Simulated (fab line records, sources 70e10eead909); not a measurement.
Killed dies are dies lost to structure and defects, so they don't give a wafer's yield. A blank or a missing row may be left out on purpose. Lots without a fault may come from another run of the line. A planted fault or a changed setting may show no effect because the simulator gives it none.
Chamber matching | flow nand_harc | NHARC_P_BONDPAD_CMP_32 on cmp-02: 4 sister chambers
The step polishes SiCN, target thk 200 nm. 4 wafers are shown with their chamber, then 8 later ones without.

WAFERS WITH THEIR CHAMBER
wafer  | chamber | motor_current_A (A)
L607.2 | 1       | 13.4
L606.2 | 2       | 11.1
L606.6 | 0       | 12.9
L608.1 | 3       | 12.0

WAFERS WITHOUT THEIR CHAMBER
wafer  | motor_current_A (A)
L608.2 | 11.9
L608.6 | 13.5
L611.1 | 13.1
L611.2 | 13.1
L611.6 | 12.3
L614.3 | 12.9
L614.4 | 14.0
L614.6 | 11.5

WHICH CHAMBER EACH WENT THROUGH
wafer  | from the rows above     | in truth
L608.2 | 3                       | 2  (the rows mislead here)
L608.6 | can't be placed: 1 or 0 | 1
L611.1 | can't be placed: 0 or 1 | 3
L611.2 | can't be placed: 0 or 1 | 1
L611.6 | can't be placed: 3 or 0 | 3
L614.3 | can't be placed: 0 or 1 | 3
L614.4 | can't be placed: 1 or 0 | 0
L614.6 | can't be placed: 2 or 3 | 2
Placed correctly: 0 of 8. Can't be placed from these rows: 7 (the true chamber is among the candidates in 5). Placed wrongly: 1.
How it was worked out, from the rows above alone: a wafer's distance from a chamber is the root of the sum, over the readings, of the square of ((its reading less the chamber's mean) divided by the reading's scatter). The wafer belongs to the nearest chamber; if the next one is less than 2 further off, it can't be placed. A chamber's mean is the mean of its shown wafers. The scatter: with one shown wafer a chamber, the root of the mean of the squares of how far each hidden wafer lies from its nearest shown one.
